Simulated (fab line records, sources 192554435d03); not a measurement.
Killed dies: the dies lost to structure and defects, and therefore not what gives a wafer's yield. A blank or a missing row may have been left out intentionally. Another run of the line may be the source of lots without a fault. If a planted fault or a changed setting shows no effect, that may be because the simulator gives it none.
fab line records	flow n5-finfet
record lots=8	wafers=23	last-day=17
route steps=1938 shown BEOL_M4@1111 BEOL_M14@1764 BEOL_M15@1812 PASSIVATION@1936
lots that met no fault: taken from a fault-free run of the same line
start-h: hours from the record's opening day to when the first of the lot's shown wafers began	wait-h: hours since the lot's step before	" identical to the entry in the row above	L1.1+2: several wafers, shown together as one row	- no value present, or no start provided	* or withheld: withheld	< > ~ a bound
route shown NAME@n: a module of which the file shows steps, and the number in the route of the first	usual: mean/standard deviation of fault-free wafers	same: alike in all rows	chamber/n: place in a boat	sites: each site's reading	_std_site: the standard deviation of these	_edge_site: outer sites' mean less inner sites'	radius-mm: how far each site lies from the wafer's centre	mask NAME#n: copy n	behind: tool/chamber where the wafer was last shaped	hold: the reason the lot was held/the length of the hold in hours/how it ended	device: the n, p or np transistor that did not switch	end of line: at the end of the route, the tests of the same wafers	a step given without rows: its recipe and nothing more	killed: count of dies lost to structure and defects at first sort (not the wafer's yield)	map: the dies of a wafer, with x for killed, . for not killed, _ for no die there
set.NAME: setting as actually run; set.NAME@STEP: the setting as run at that earlier step	model.NAME: the simulator's own value behind a step, which no gauge read
a sample of lots followed through the steps of the route, with each step as a table and each wafer as a row
services: when a tool's chamber went out of use (start-h, in hours from the record's first day, below 0 if earlier), for how many hours, and the reason
## steps
# step N5_BEOL_M4_RC_MEAS_101
# usual DIBL_N=35.9/2.5	DIBL_P=36.0/3	IOFF_N=0.16/0.047	IOFF_P=0.21/0.047	ION_N=671/14	ION_P=460/8.8	SS_N=71.5/0.73	SS_P=73.2/0.91	VT_N=250/4.3	VT_P=-251/3.6
lot.wafer	tool	chamber	start-h	wait-h	DIBL_N[mV/V]	DIBL_P[mV/V]	IOFF_N[nA/um]	IOFF_P[nA/um]	ION_N[uA/um]	ION_P[uA/um]	SS_N[mV/dec]	SS_P[mV/dec]	VT_N[mV]	VT_P[mV]
L684.2	prober-02	0	182.93	0.2	39.5	41.7	0.27	0.31	692	472	72.5	74.9	240	-245
L684.3	"	0	"	"	36.4	37.2	0.17	0.23	671	465	72.1	73.7	247	-248
L684.6	"	0	"	"	35.5	36.5	0.18	0.23	690	472	71.3	74.1	243	-249
L687.3	prober-01	0	187.33	0.3	39.6	39.0	0.24	0.26	707	475	71.7	74.3	241	-249
L687.4	"	0	"	"	32.6	29.5	0.10	0.13	654	447	69.6	71.7	256	-256
L687.5	"	0	"	"	40.8	38.8	0.28	0.26	684	460	72.6	74.4	243	-248
L691.1	prober-01	0	222.17	0.0	31.1	29.3	0.08	0.12	650	452	69.3	70.9	257	-257
L691.6	"	0	"	"	37.2	37.0	0.15	0.21	660	454	71.9	73.2	251	-249
L692.1	prober-02	0	225.20	0.0	36.7	38.3	0.19	0.26	684	480	71.8	73.1	246	-247
L692.3	"	0	"	"	36.6	38.3	0.19	0.27	678	471	71.6	73.5	247	-248
L692.6	"	0	"	"	30.7	32.0	0.10	0.18	639	456	70.1	71.6	255	-248
L697.2	prober-01	0	258.07	0.2	36.1	35.7	0.15	0.22	662	457	72.0	73.1	251	-249
L697.5	"	0	"	"	33.1	33.1	0.10	0.18	661	463	71.2	72.2	255	-250
L697.6	"	0	"	"	34.8	34.8	0.12	0.20	664	469	71.0	72.6	250	-250
L702.2	prober-01	0	283.90	0.2	34.3	34.8	0.13	0.19	667	460	71.5	73.0	253	-252
L702.4	"	0	"	"	35.8	37.5	0.15	0.22	654	457	71.7	73.7	251	-249
L702.6	"	0	"	"	37.4	40.5	0.21	0.29	692	473	72.7	74.5	243	-244
L703.1	prober-01	0	291.36	0.0	35.8	35.4	0.17	0.22	684	471	71.1	73.1	249	-247
L703.2	"	0	"	"	38.1	37.6	0.18	0.23	678	467	72.0	73.7	250	-249
L703.4	"	0	"	"	35.3	34.9	0.15	0.22	655	456	71.4	73.0	251	-249
L705.2	prober-01	0	300.53	0.2	35.2	33.5	0.12	0.16	668	458	71.1	73.0	254	-252
L705.5	"	0	"	"	39.7	39.0	0.20	0.25	673	457	73.0	74.5	249	-250
L705.6	"	0	"	"	33.6	33.2	0.11	0.16	664	462	70.8	72.2	253	-254
# step N5_BEOL_M14_SPUTTER_45
# recipe material=Cu	target-thk-a=1000	temp-c=-20	bias-v=60	power-w=26000	chamber-pressure-pa=0.13	time-s=16.67
# usual cathode-dc-power-W=26000/4.8	throttle-valve-pct=29.8/0.74
lot.wafer	tool	chamber	start-h	wait-h	cathode-dc-power-W	throttle-valve-pct
L684.2	pvd-sputter-02	-	254.61	0.0	25996	28.6
L684.3	"	-	"	"	26001	30.3
L684.6	"	-	"	"	25993	30.6
L687.3	pvd-sputter-02	-	268.29	0.0	26004	30.7
L687.4	"	-	"	"	25994	28.7
L687.5	"	-	"	"	26008	30.0
L692.1	pvd-sputter-02	-	305.40	0.0	26004	30.5
L692.3	"	-	"	"	26002	29.9
L692.6	"	-	"	"	25999	28.5
L691.1	pvd-sputter-02	-	308.00	0.0	25998	29.4
L691.6	"	-	"	"	25998	29.8
L697.2	pvd-sputter-02	-	337.00	0.0	25997	30.0
L697.5	"	-	"	"	26005	29.3
L697.6	"	-	"	"	26005	29.7
L702.2	pvd-sputter-03	-	359.81	0.0	25999	30.3
L702.4	"	-	"	"	25998	31.1
L702.6	"	-	"	"	25993	31.2
L703.1	pvd-sputter-03	-	369.16	0.0	25993	29.6
L703.2	"	-	"	"	25997	30.2
L703.4	"	-	"	"	26000	30.9
L705.2	pvd-sputter-03	-	383.58	0.0	26004	31.0
L705.5	"	-	"	"	25994	29.2
L705.6	"	-	"	"	26004	30.5
# step N5_BEOL_M15_STRIP_62
# recipe chemistry=O2	power-w=600	temp-c=60	pressure-mtorr=30	rf-frequency-hz=6e+07	bias-power-w=0	overash-fraction=0.3	o2-flow-sccm=225
# usual drypump-motor-current-A=5.7/0.35	oes-product-au=0.81/0.067	rf-vpp-V=3.6/0.5	showerhead-plenum-p-Torr=2.12/0.042	throttle-valve-pct=16.52/0.24
# same bias-power-w=0
lot.wafer	tool	chamber	start-h	wait-h	drypump-motor-current-A	oes-product-au	rf-hours-counter-h	rf-vpp-V	showerhead-plenum-p-Torr	throttle-valve-pct
L684.2	rie-diel-01	2	-	-	5.8	0.86	59	3.7	2.07	16.95
L684.3	"	3	"	"	6.2	0.88	25	3.9	2.06	16.28
L684.6	"	1	"	"	5.7	0.84	-	3.8	2.22	16.72
L687.3	rie-diel-04	3	-	-	6.1	0.79	142	3.3	2.12	16.42
L687.4	"	2	"	"	6.0	0.92	30	3.5	2.14	16.74
L687.5	"	2	"	"	6.0	0.91	-	3.9	2.14	16.72
L692.1	rie-diel-05	3	-	-	5.8	0.82	39	3.7	2.12	16.02
L692.3	"	0	"	"	5.0	0.67	247	3.1	2.16	16.68
L692.6	"	0	"	"	5.0	0.67	-	3.0	2.16	16.67
L691.1	rie-diel-04	2	-	-	6.0	0.88	43	2.8	2.14	16.77
L691.6	"	2	"	"	6.0	0.89	-	4.0	2.14	16.74
L697.2	rie-diel-05	3	-	-	5.8	0.81	50	4.0	2.12	16.06
L697.5	"	2	"	"	5.7	0.85	-	3.8	2.11	16.39
L697.6	"	1	"	"	5.6	0.81	-	3.6	2.12	16.56
L702.2	rie-diel-05	0	-	-	5.0	0.95	8	3.1	2.15	16.30
L702.4	"	3	"	"	5.8	0.81	57	4.0	2.12	16.07
L702.6	"	2	"	"	5.7	0.83	-	3.4	2.11	16.41
L703.1	rie-diel-01	0	-	-	5.7	0.85	43	3.8	2.04	16.43
L703.2	"	2	"	"	5.8	0.81	94	3.4	2.06	17.03
L703.4	"	3	"	"	6.2	0.83	61	4.0	2.04	16.36
L705.2	rie-diel-04	1	-	-	4.9	0.69	232	3.3	2.13	16.49
L705.5	"	0	"	"	5.4	0.70	-	3.0	2.13	16.71
L705.6	"	3	"	"	6.1	0.75	-	3.2	2.11	16.49
# step N5_BEOL_M15_SPUTTER_45
# recipe material=Cu	target-thk-a=1000	temp-c=-20	bias-v=60	power-w=26000	chamber-pressure-pa=0.13	time-s=16.67
# usual cathode-dc-power-W=26000/5.5	throttle-valve-pct=29.9/0.77
lot.wafer	tool	chamber	start-h	wait-h	cathode-dc-power-W	throttle-valve-pct
L684.2	pvd-sputter-02	-	262.82	0.0	25997	28.8
L684.3	"	-	"	"	26002	30.4
L684.6	"	-	"	"	26013	30.4
L687.3	pvd-sputter-02	-	276.15	0.0	25992	30.4
L687.4	"	-	"	"	25997	29.7
L687.5	"	-	"	"	26000	28.7
L692.1	pvd-sputter-02	-	312.79	0.0	25992	29.7
L692.3	"	-	"	"	26001	29.9
L692.6	"	-	"	"	26000	28.5
L691.1	pvd-sputter-03	-	313.05	0.0	26003	31.2
L691.6	"	-	"	"	26000	31.2
L697.2	pvd-sputter-03	-	342.11	0.0	25992	30.6
L697.5	"	-	"	"	25999	30.3
L697.6	"	-	"	"	25994	31.2
L702.2	pvd-sputter-01	-	363.95	0.0	26002	28.8
L702.4	"	-	"	"	25996	28.8
L702.6	"	-	"	"	26010	28.9
L703.1	pvd-sputter-03	-	376.47	0.0	26005	29.6
L703.2	"	-	"	"	25991	30.9
L703.4	"	-	"	"	25993	30.2
L705.2	pvd-sputter-02	-	391.12	0.0	25995	29.5
L705.5	"	-	"	"	25992	30.4
L705.6	"	-	"	"	26012	28.4
# step N5_BEOL_M15_ANNEAL_48
# recipe temp-c=225	time-s=90	ambient=N2
# usual wafer_temp_C_max=225.84/0.24
lot.wafer	tool	chamber	start-h	wait-h	wafer_temp_C_max
L684.2	rtp-anneal-01	0	263.22	0.2	225.73
L684.3	"	0	"	"	226.06
L684.6	"	0	"	"	225.87
L687.3	rtp-anneal-01	0	276.60	0.2	226.02
L687.4	"	0	"	"	226.02
L687.5	"	0	"	"	225.69
L692.1	rtp-anneal-01	0	313.15	0.2	225.85
L692.3	"	0	"	"	225.75
L692.6	"	0	"	"	225.65
L691.1	rtp-anneal-02	0	313.59	0.3	225.69
L691.6	"	0	"	"	225.48
L697.2	rtp-anneal-01	0	343.09	0.8	225.97
L697.5	"	0	"	"	225.89
L697.6	"	0	"	"	225.79
L702.2	rtp-anneal-02	0	364.36	0.2	225.54
L702.4	"	0	"	"	225.56
L702.6	"	0	"	"	225.32
L703.1	rtp-anneal-02	0	376.86	0.2	225.94
L703.2	"	0	"	"	225.84
L703.4	"	0	"	"	225.67
L705.2	rtp-anneal-02	0	391.52	0.2	226.19
L705.5	"	0	"	"	225.98
L705.6	"	0	"	"	225.77
# step N5_BEOL_M15_RC_MEAS_101
# usual COMB_M10=1.47e-11/3e-12	COMB_M11=1.36e-11/2.4e-12	COMB_M12=6.5e-12/1.3e-12	COMB_M13=4.9e-12/1.3e-12	COMB_M14=3.8e-12/1.1e-12	COMB_M15=2.6e-12/8.4e-13	COMB_M5=3.6e-11/7.6e-12	COMB_M5_max_site=5.2e-11/1.2e-11	COMB_M6=2.5e-11/4.8e-12	COMB_M7=2.6e-11/5.5e-12	COMB_M8=2.6e-11/5.1e-12	COMB_M9=1.49e-11/3e-12	SERP_M10=3.12/0.12	SERP_M11=3.06/0.1	SERP_M12=0.637/0.021	SERP_M13=0.308/0.0072	SERP_M14=0.163/0.0053	SERP_M14_max_site=0.165/0.0054	SERP_M5=38.6/2.1	SERP_M6=13.9/0.71	SERP_M7=13.8/0.78	SERP_M8=14.0/0.72	SERP_M9=3.07/0.12
lot.wafer	tool	chamber	start-h	wait-h	COMB_M10[S/m]	COMB_M11[S/m]	COMB_M12[S/m]	COMB_M13[S/m]	COMB_M14[S/m]	COMB_M15[S/m]	COMB_M5[S/m]	COMB_M5_max_site[S/m]	COMB_M6[S/m]	COMB_M7[S/m]	COMB_M8[S/m]	COMB_M9[S/m]	SERP_M10[ohm/um]	SERP_M11[ohm/um]	SERP_M12[ohm/um]	SERP_M13[ohm/um]	SERP_M14[ohm/um]	SERP_M14_max_site[ohm/um]	SERP_M5[ohm/um]	SERP_M6[ohm/um]	SERP_M7[ohm/um]	SERP_M8[ohm/um]	SERP_M9[ohm/um]
L684.2	prober-01	0	264.10	0.2	1.27e-11	1.4e-11	7.6e-12	5.5e-12	4.6e-12	2.6e-12	3.5e-11	4.3e-11	2.2e-11	2.8e-11	2.6e-11	1.35e-11	3.19	3.04	0.615	0.315	0.157	0.158	35.7	12.1	13.8	14.5	2.80
L684.3	"	0	"	"	1.3e-11	1.95e-11	8.8e-12	5.4e-12	3.9e-12	3.6e-12	4e-11	5.1e-11	2.3e-11	4.6e-11	2.2e-11	1.74e-11	3.03	2.88	0.642	0.310	0.162	0.164	39.9	13.7	12.9	13.4	2.95
L684.6	"	0	"	"	1.55e-11	1.44e-11	6e-12	5.9e-12	3.8e-12	2.8e-12	4.4e-11	4.8e-11	2.6e-11	3.5e-11	3e-11	1.67e-11	2.89	2.82	0.630	0.311	0.158	0.162	37.1	13.6	14.1	13.8	2.79
L687.3	prober-02	0	277.60	0.3	1.37e-11	1.3e-11	5.3e-12	4.4e-12	2.1e-12	1.3e-12	2.7e-11	4.4e-11	2.6e-11	3.5e-11	2.9e-11	1.93e-11	3.30	3.04	0.649	0.305	0.171	0.173	36.5	16.8	12.3	14.8	3.34
L687.4	"	0	"	"	1.5e-11	1.6e-11	5.3e-12	3.9e-12	2.8e-12	2.2e-12	2.8e-11	4.4e-11	2.7e-11	2.6e-11	2.1e-11	1.39e-11	3.24	3.07	0.620	0.311	0.171	0.172	38.4	12.8	13.7	14.1	3.17
L687.5	"	0	"	"	1.83e-11	1.41e-11	4.7e-12	4.3e-12	2.2e-12	1.8e-12	3.5e-11	5.7e-11	3.1e-11	3.1e-11	3.2e-11	1.97e-11	3.39	3.05	0.636	0.306	0.172	0.174	39.0	16.2	13.1	13.6	3.07
L692.1	prober-02	0	313.92	0.0	1.97e-11	1.27e-11	5.1e-12	3.6e-12	3.1e-12	2e-12	5e-11	7.9e-11	2.6e-11	2.8e-11	2.3e-11	1.77e-11	3.08	3.13	0.612	0.308	0.156	0.158	37.1	13.8	13.4	13.9	3.04
L692.3	"	0	"	"	1.53e-11	1.04e-11	5.1e-12	4e-12	3.8e-12	1.6e-12	2.5e-11	3.4e-11	2.7e-11	2.6e-11	2.8e-11	1.69e-11	2.88	2.95	0.660	0.314	0.165	~370.37	36.9	13.8	13.0	15.7	2.89
L692.6	"	0	"	"	1.39e-11	1.66e-11	5.1e-12	3.8e-12	2.6e-12	1.7e-12	4.3e-11	6.5e-11	1.8e-11	2.1e-11	2.6e-11	1.07e-11	2.97	3.13	0.638	0.289	0.159	~370.37	33.7	13.7	13.5	14.5	2.95
L691.1	prober-01	0	314.41	0.1	1.59e-11	9.7e-12	8.9e-12	4.5e-12	4.5e-12	3.5e-12	2.6e-11	4.8e-11	2.4e-11	3.1e-11	2e-11	1.88e-11	3.31	3.09	0.673	0.308	0.157	0.159	38.9	14.1	13.9	13.2	3.08
L691.6	"	0	"	"	1.16e-11	1.6e-11	6.5e-12	7.3e-12	3.9e-12	2.9e-12	3.2e-11	4.3e-11	4.1e-11	3.2e-11	3.9e-11	1.64e-11	3.14	2.99	0.684	0.307	0.160	~370.37	35.7	14.5	14.3	13.2	2.96
L697.2	prober-01	0	343.97	0.2	1.58e-11	1.28e-11	7.9e-12	5.4e-12	4.9e-12	2.9e-12	6e-11	8.7e-11	2.4e-11	2.3e-11	3.3e-11	1.7e-11	3.11	3.16	0.645	0.320	0.168	0.169	37.9	13.9	13.9	13.7	3.03
L697.5	"	0	"	"	1.29e-11	1.73e-11	5.9e-12	6.2e-12	4.2e-12	2.8e-12	4.3e-11	5.2e-11	2.1e-11	2.3e-11	2.9e-11	1.57e-11	2.95	3.02	0.611	0.304	0.164	0.166	41.4	13.9	14.4	13.3	3.12
L697.6	"	0	"	"	1.65e-11	1.39e-11	9.2e-12	5.7e-12	4.4e-12	2.8e-12	3.4e-11	4.8e-11	3.5e-11	3.9e-11	3.2e-11	1.48e-11	3.10	2.98	0.613	0.311	0.169	~370.37	37.4	13.0	13.8	15.0	3.11
L702.2	prober-02	0	365.27	0.2	1.66e-11	1.53e-11	6.6e-12	3.9e-12	3.3e-12	1.9e-12	3.4e-11	6.1e-11	2.6e-11	2.3e-11	3.4e-11	1.33e-11	2.93	3.04	0.623	0.305	0.157	0.159	37.9	13.7	12.9	13.1	2.95
L702.4	"	0	"	"	1.08e-11	1.38e-11	6.6e-12	4.6e-12	3e-12	1.2e-12	3.4e-11	4.7e-11	2.8e-11	3e-11	4.9e-11	1.46e-11	3.01	3.11	0.667	0.309	0.172	0.173	37.4	13.9	13.6	12.7	3.16
L702.6	"	0	"	"	9.9e-12	1.11e-11	6.9e-12	4.7e-12	2.9e-12	1.5e-12	4.9e-11	7e-11	2.4e-11	1.9e-11	2.8e-11	1.14e-11	3.02	3.24	0.621	0.314	0.157	0.159	38.3	14.9	13.7	13.6	3.13
L703.1	prober-02	0	377.66	0.0	1.59e-11	1.35e-11	4.1e-12	4.6e-12	1.9e-12	1.8e-12	3.8e-11	6.1e-11	1.9e-11	1.8e-11	2e-11	1.36e-11	3.05	3.14	0.661	0.312	0.160	0.162	36.2	13.1	13.0	13.4	3.09
L703.2	"	0	"	"	9.8e-12	1.88e-11	5e-12	6.1e-12	2e-12	3.3e-12	4e-11	6.9e-11	2.2e-11	2.6e-11	1.6e-11	1.42e-11	3.19	3.23	0.635	0.320	0.163	0.165	38.1	14.4	13.0	13.5	2.97
L703.4	"	0	"	"	1.11e-11	1.57e-11	5e-12	4e-12	1.4e-12	1.9e-12	5.2e-11	7.6e-11	2.6e-11	3.5e-11	2.4e-11	1.71e-11	3.09	3.09	0.684	0.295	0.159	0.161	36.1	14.6	13.6	13.7	2.97
L705.2	prober-02	0	392.41	0.2	1.27e-11	1.2e-11	4.9e-12	3.9e-12	2.6e-12	1.6e-12	2.8e-11	4.6e-11	2.6e-11	2.9e-11	3.4e-11	1.45e-11	3.04	3.21	0.639	0.312	0.165	0.166	44.6	14.1	12.7	13.5	3.16
L705.5	"	0	"	"	1.53e-11	1.61e-11	6.7e-12	3.9e-12	2.9e-12	2.5e-12	2.5e-11	4.1e-11	2.1e-11	2.6e-11	2e-11	1.16e-11	2.98	3.21	0.626	0.308	0.160	0.162	41.6	15.0	13.2	12.1	3.19
L705.6	"	0	"	"	1.56e-11	1.17e-11	4.6e-12	2.8e-12	3e-12	2.7e-12	3.8e-11	6.7e-11	2.4e-11	2.2e-11	2e-11	1.99e-11	3.14	3.01	0.672	0.308	0.159	0.161	40.3	13.5	13.7	14.3	3.14
# step N5_PASSIVATION_PROBE_49
# usual defect-limited-yield=91.4/1.4	killed_at_M0_to_M3=34/8.9	killed_at_M4_up=13/4.6	killed-at-contacts=12/5.5	killed-at-front-end=41/11	killed-at-other=3.1/2.9	killed-dies=102/16	killed-on-rim=13/4.2	killed-open=66/11	killed-short=34/7.6	sort_bin_5_function=5.1/0.89	sort_bin_6_memory=3.2/0.61	sort_bin_8_speed=0.02/0.12	sort-n-pass=1078/16
# same gross-dies=1180	killed-at-back-side=0	sort_bin_4_leakage[%]=0
lot.wafer	tool	chamber	start-h	wait-h	defect-limited-yield[%]	killed_at_M0_to_M3	killed_at_M4_up	killed-at-contacts	killed-at-front-end	killed-at-other	killed-dies	killed-on-rim	killed-open	killed-short	sort_bin_5_function[%]	sort_bin_6_memory[%]	sort_bin_8_speed[%]	sort-n-pass
L687.3	prober-02	-	290.44	0.1	90.8	45	10	16	37	1	109	17	68	41	5.1	3.6	0	1071
L687.4	prober-02	-	290.49	0.2	91.9	35	9	19	32	1	96	9	65	29	4.6	3.2	0	1084
L687.5	prober-02	-	290.54	0.2	92.9	31	14	7	29	3	84	8	53	31	4.4	2.5	0	1096
L692.1	prober-02	-	329.95	0.0	93.8	22	25	5	20	1	73	7	52	21	4.0	2.1	0	1107
L692.3	prober-02	-	330.05	0.1	73.9	27	219	14	44	4	308	43	58	35	16.0	8.9	0	872
L692.6	prober-02	-	330.20	0.3	71.3	34	259	9	32	5	339	51	59	34	18.6	9.9	1.36	825
L691.1	prober-02	-	332.69	0.0	89.7	39	13	21	46	2	121	15	78	36	5.5	3.9	0	1059
L691.6	prober-02	-	332.94	0.3	72.7	39	231	5	39	8	322	40	65	36	18.2	8.8	0	858
L697.2	prober-02	-	358.13	0.1	89.7	32	13	15	56	6	122	12	76	45	6.4	3.6	0	1058
L697.5	prober-02	-	358.28	0.2	89.9	33	15	8	56	7	119	15	76	42	5.9	3.9	0	1061
L697.6	prober-02	-	358.33	0.3	74.4	23	231	4	32	12	302	44	62	16	16.9	8.6	0	878
# killed by level:class
L687.3 BEOL_M1:geometric-particle:open=16 MOL_CONTACT_COAG:geometric-particle:open=13 GATE_CUT:geometric-particle:short=8 STI_FIN_REVEAL:geometric-particle:open=7 BEOL_M3:geometric-particle:open=7 FIN_SAQP:geometric-particle:open=5 FIN_SAQP:geometric-particle:short=5 BEOL_M0_SAQP:geometric-particle:short=5
L687.4 MOL_CONTACT_COAG:geometric-particle:open=16 BEOL_M3:geometric-particle:open=11 BEOL_M1:geometric-particle:open=11 BEOL_M3:geometric-particle:short=7 FIN_SAQP:geometric-particle:open=5 DUMMY_GATE:geometric-particle:open=5 STARTING-WAFER:geometric-particle:short=5 FIN_SAQP:geometric-particle:short=4
L687.5 FIN_SAQP:geometric-particle:open=6 BEOL_M2:geometric-particle:open=6 STI_FIN_REVEAL:geometric-particle:open=5 DUMMY_GATE:geometric-particle:open=5 BEOL_M0_SAQP:geometric-particle:short=5 BEOL_M1:geometric-particle:open=5 MOL_CONTACT_COAG:geometric-particle:open=4 BEOL_M3:geometric-particle:short=4
L692.1 BEOL_M4:geometric-particle:open=8 BEOL_M0_SAQP:geometric-particle:short=7 BEOL_M8:geometric-particle:open=6 FIN_SAQP:geometric-particle:open=4 MOL_CONTACT_COAG:geometric-particle:open=4 BEOL_M0_SAQP:geometric-particle:open=4 BEOL_M1:geometric-particle:open=4 GATE_CUT:geometric-particle:open=3
L692.3 BEOL_M14:interface-void-opened=204 MOL_CONTACT_COAG:geometric-particle:open=12 HKMG_FIN:area-etch=11 FIN_SAQP:geometric-particle:open=9 FIN_SAQP:geometric-particle:short=8 BEOL_M0_SAQP:geometric-particle:short=8 GATE_CUT:geometric-particle:short=6 BEOL_M0_SAQP:geometric-particle:open=6
L692.6 BEOL_M14:interface-void-opened=246 BEOL_M1:geometric-particle:open=10 FIN_SAQP:geometric-particle:short=9 MOL_CONTACT_COAG:geometric-particle:open=7 FIN_SAQP:geometric-particle:open=6 BEOL_M0_SAQP:geometric-particle:short=6 BEOL_M2:geometric-particle:open=6 BEOL_M4:geometric-particle:open=5
L691.1 MOL_CONTACT_COAG:geometric-particle:open=19 FIN_SAQP:geometric-particle:open=11 BEOL_M0_SAQP:geometric-particle:short=11 BEOL_M3:geometric-particle:open=10 BEOL_M4:geometric-particle:open=8 FIN_SAQP:geometric-particle:short=7 HKMG_FIN:area-etch=7 STI_FIN_REVEAL:geometric-particle:open=6
L691.6 BEOL_M14:interface-void-opened=221 STI_FIN_REVEAL:geometric-particle:open=12 BEOL_M3:geometric-particle:open=10 BEOL_M0_SAQP:geometric-particle:short=8 BEOL_M1:geometric-particle:open=6 BEOL_M4:geometric-particle:open=6 FIN_SAQP:geometric-particle:open=5 FIN_SAQP:geometric-particle:short=4
L697.2 STI_FIN_REVEAL:geometric-particle:open=15 MOL_CONTACT_COAG:geometric-particle:open=12 DUMMY_GATE:geometric-particle:open=11 BEOL_M0_SAQP:geometric-particle:open=11 BEOL_M0_SAQP:geometric-particle:short=8 FIN_SAQP:geometric-particle:short=6 BEOL_M4:geometric-particle:open=6 STI_FIN_REVEAL:geometric-particle:short=5
L697.5 STI_FIN_REVEAL:geometric-particle:open=16 DUMMY_GATE:geometric-particle:open=8 BEOL_M0_SAQP:geometric-particle:short=8 BEOL_M3:geometric-particle:open=8 FIN_SAQP:geometric-particle:open=7 BEOL_M4:geometric-particle:open=7 GATE_CUT:geometric-particle:short=6 MOL_CONTACT_COAG:geometric-particle:open=5
L697.6 BEOL_M14:interface-void-opened=222 BEOL_M0_SAQP:geometric-particle:open=8 STI_FIN_REVEAL:geometric-particle:open=7 DUMMY_GATE:geometric-particle:open=7 GATE_CUT:geometric-particle:open=7 MIM_TOP_ETCH:geometric-particle:short=6 STARTING-WAFER:geometric-particle:open=5 BEOL_M2:geometric-particle:open=4
## services
tool	chamber	start-h	hours	kind
rie-diel-05	0	231.27	1.3	repair
rie-diel-01	2	241.99	4.6	repair
rie-diel-05	-	266.35	15.6	pm
rie-diel-01	2	279.08	5.3	repair
rtp-anneal-02	-	285.43	1.1	pm
rie-diel-05	0	301.90	5.6	repair
rie-diel-05	0	319.78	-	clean
rie-diel-05	0	319.78	-	consumable-replace:focus-ring
rie-diel-05	0	319.78	18.1	scheduled-down
rie-diel-05	0	319.78	18.1	vent-cycle
rtp-anneal-02	-	337.94	7.2	pm
rie-diel-01	3	339.32	3.9	repair
rie-diel-05	1	352.70	1.2	repair
rie-diel-01	2	358.50	3.5	repair
pvd-sputter-01	-	366.77	2.1	repair
rie-diel-04	2	368.45	6.1	repair
rie-diel-05	2	370.24	2.6	repair
rie-diel-01	-	376.60	0.3	repair
pvd-sputter-03	-	381.22	0.7	repair
rie-diel-04	-	382.40	5.6	repair
## key
first-sign step=N5_BEOL_M15_RC_MEAS_101	reading=SERP_M14_max_site	direction=up	sigmas=99+	usual=0.165	struck=~370.37
effect step=N5_PASSIVATION_PROBE_49	reading=killed_at_M4_up	direction=up	sigmas=48	usual=13	struck=235
more-kills-born-at N5_BEOL_M14_SPUTTER_45@pvd-sputter-02=893
met-at N5_BEOL_M14_SPUTTER_45
struck-lots L691,L692,L697
struck-wafers L691.6,L692.3,L692.6,L697.6
baseline-loss step=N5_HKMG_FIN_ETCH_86	wafers=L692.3
not-acting-at N5_BEOL_M15_STRIP_62,N5_BEOL_M15_SPUTTER_45,N5_BEOL_M15_ANNEAL_48
onset-between 268.29 305.40
fault kind=process-parameter-drift	tool=pvd-sputter-02	chamber=-	onset-h=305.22	steps=N5_BEOL_M14_SPUTTER_45	channel=time-s	offset=*	shape=step	end-h=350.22	scope=struck-wafers-only	acts-in=*	stated=*
# baseline-loss: these wafers lose ten dies or more at that step, a loss of the line's own and not of a fault; the sort's usual values leave them out
